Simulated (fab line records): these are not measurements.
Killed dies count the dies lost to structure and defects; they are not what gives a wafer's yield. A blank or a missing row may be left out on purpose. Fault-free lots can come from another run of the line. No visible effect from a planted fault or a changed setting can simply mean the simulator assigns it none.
Struck lot and sound lot, side by side ; flow n5Finfet ; 39 out of 1938 route steps
Sound: these wafers, L948.1, L948.2, L948.6. Struck: wafers L938.3, L938.5. The cause is given at the end.
For every step that has rows: the tool of each side, followed by ch and its chambers, followed by its first start. Under that, the readings that differ: sound wafers ; struck wafers ; difference of the means ; sigmas: that difference in standard deviations of wafers without a fault.
alike: readings with means less than 2 such deviations apart, plus words and numbers identical on both sides. not compared: withheld readings, readings lacking a value on some wafer, bounds such as >300 that could conceal the same value, and numbers that have no deviation in the record and whose values overlap.
Wherever a step has rows on one side only, a row that says differs or no value, or a row with sigmas, the two part there. Numbers that don't overlap but have no deviation are shown without sigmas and don't part them. A reading that every wafer of one side lacks parts them only if that side has two wafers or more.

first, 9 steps without rows for these wafers: N5_MOL_CONTACT_COAG_SPUTTER_130 (material Co, target thk 47.5 nm); N5_MOL_CONTACT_COAG_PRECLEAN_125 (cleans in DIW, time 57.5 s); N5_MOL_CONTACT_COAG_SRD_126 (dry time 32 s); N5_MOL_CONTACT_COAG_CMP_23 (polishes, stops on SiO2, t overpolish 1.5 s, target thk 0 nm); N5_MOL_CONTACT_COAG_WET_ETCH_26 (target Co, target depth 13 nm); N5_MOL_CONTACT_COAG_WET_ETCH_116 (etches the open film in SC1-inhibited, target depth 4.6 nm, rinse time 30 s); N5_MOL_CONTACT_COAG_ALD_27 (deposits SiOC, target thk 17 nm, pulse time 1.5 s, time 2720 s); N5_MOL_CONTACT_COAG_CMP_28 (polishes, stops on SiNx, t overpolish 0.85 s, target thk 14.522 nm); N5_MOL_CONTACT_COAG_ALD_123 (deposits SiNx, target thk 5 nm, pulse time 1 s, purge time 2 s).
N5_MOL_CONTACT_COAG_PECVD_31: deposits SiO2 from TEOS/O2, target thk 46 nm, time 8.9 s.
  sound on pecvd-03 ch 0,1, day 11 00:01; struck on pecvd-04 ch 0,2, day 8 09:38
reading;sound;struck;difference;sigmas
susceptorTempC (C);400.53 399.95 400.08;- -;no value on the struck wafers;
model.SiO2_of_MOL_CONTACT_COAG_PECVD_31.thkNm (nm);45.8 46 46.2;40 41;-6;
then, 19 steps without rows for these wafers: N5_MOL_CONTACT_COAG_COAT_75 (time 60 s, resist thk 60 nm); N5_MOL_CONTACT_COAG_COAT_76 (time 60 s, resist thk 10 nm); N5_MOL_CONTACT_COAG_COAT_77 (time 60 s, resist thk 10 nm); N5_MOL_CONTACT_COAG_COAT_78 (resist thk 40 nm); N5_MOL_CONTACT_COAG_EBR_80; N5_MOL_CONTACT_COAG_SOFTBAKE_79 (time 60 s); N5_MOL_CONTACT_COAG_EXPOSE_81 (exposes mask VG, defocus 0 nm); N5_MOL_CONTACT_COAG_PEB_82 (peb time 60 s); N5_MOL_CONTACT_COAG_DEVELOP_83 (develop time 30 s); N5_MOL_CONTACT_COAG_DESCUM_88 (chemistry O2, time 7 s); N5_MOL_CONTACT_COAG_ETCH_89 (etches underlayer in N2/H2, target depth 13 nm, time 10.4 s); N5_MOL_CONTACT_COAG_ETCH_90 (etches SiARC in CF4, target depth 13 nm, time 21.7 s); N5_MOL_CONTACT_COAG_ALD_131 (deposits SiO2, target thk 5 nm, pulse time 1 s, co reactant pulse time 1 s); N5_MOL_CONTACT_COAG_ETCHBACK_132 (etches SiO2 in CHF3, target depth 10 nm, time 6.7 s); N5_MOL_CONTACT_COAG_ETCH_91 (etches SOC in N2/H2, target depth 60 nm, overetch 21 nm, time 101.2 s); N5_MOL_CONTACT_COAG_STRIP_92 (strips in N2/H2); N5_MOL_CONTACT_COAG_STRIP_93 (strips in N2/H2); N5_MOL_CONTACT_COAG_ETCHBACK_135 (etches SiO2 in CHF3, target depth 25 nm, time 16.7 s); N5_MOL_CONTACT_COAG_STRIP_118 (strips in CHF3).
N5_MOL_CONTACT_COAG_VIA_ETCH_46: etches SiO2 in C4F6/O2, target depth 46 nm, overetch 9.2 nm, time 40 s.
  sound on rieDiel-02 ch 0,1,3, day 11 01:37; struck on rieDiel-04 ch 0,2, day 8 11:52
reading;sound;struck;difference;sigmas
model.etch.depthNm (nm);45.71 45.95 46.19;40.06 40.94;-5.45;
  alike: chamberPressureMTorr, drypumpMotorCurrentA, oesProductAu, rfVppV, showerheadPlenumPTorr, throttleValvePct
  not compared: rfHoursCounterH
then, 5 steps without rows for these wafers: N5_MOL_CONTACT_COAG_STRIP_96 (strips in N2/H2); N5_MOL_CONTACT_COAG_ETCH_47 (etches SiNx in CH3F/O2, stops on W, target depth 27 nm); N5_MOL_CONTACT_COAG_STRIP_119 (strips in N2/H2, time 30 s); N5_MOL_CONTACT_COAG_PRECLEAN_144 (cleans in alkaline clean, time 60 s); N5_MOL_CONTACT_COAG_SRD_145 (time 30 s).
N5_MOL_CONTACT_COAG_CMP_52: polishes, stops on SiO2, t overpolish 1.5 s, target thk 66.5 nm.
  sound on cmp-01 ch 0,3, day 11 03:58; struck on cmp-01 ch 1,2, day 8 14:17
reading;sound;struck;difference;sigmas
model.SiO2_of_MOL_CONTACT_COAG_PECVD_31.thkNm (nm);43.6 44 44.2;38 38.8;-6;
  alike: motorCurrentA
N5_MOL_CONTACT_COAG_THK_MEAS_53:
  struck on filmMetro-01, day 8 14:35; sound on filmMetro-02, day 11 04:16
reading;sound;struck;difference;sigmas
VIA_MOL_THK (nm);43.7 43.9 44.1;38.0 38.9;-5.4;-9
-- a jump in the record: the struck wafers' starts before and after are 7 days apart (it breaks off in module MOL_CONTACT_COAG and resumes in module BEOL_M4, where the first step shown is number 1111 of the route) --
N5_BEOL_M4_RC_MEAS_101:
  sound on prober-02 ch 0, day 16 04:23; struck on prober-01 ch 0, day 15 10:48
  alike: DIBL_N, DIBL_P, IOFF_N, IOFF_P, ION_N, ION_P, SS_N, SS_P, VT_N, VT_P
after that, 1 step had no rows for these wafers: N5_PASSIVATION_PROBE_49.

## WHERE THEY PART
First at N5_MOL_CONTACT_COAG_PECVD_31; last, within this record, at N5_MOL_CONTACT_COAG_THK_MEAS_53. Later steps at which nothing parts them and some readings are alike: N5_BEOL_M4_RC_MEAS_101.

WHY: what had been put in by the simulator
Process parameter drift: pecvd-04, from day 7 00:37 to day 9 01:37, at N5_MOL_CONTACT_COAG_PECVD_31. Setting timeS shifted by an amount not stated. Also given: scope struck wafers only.
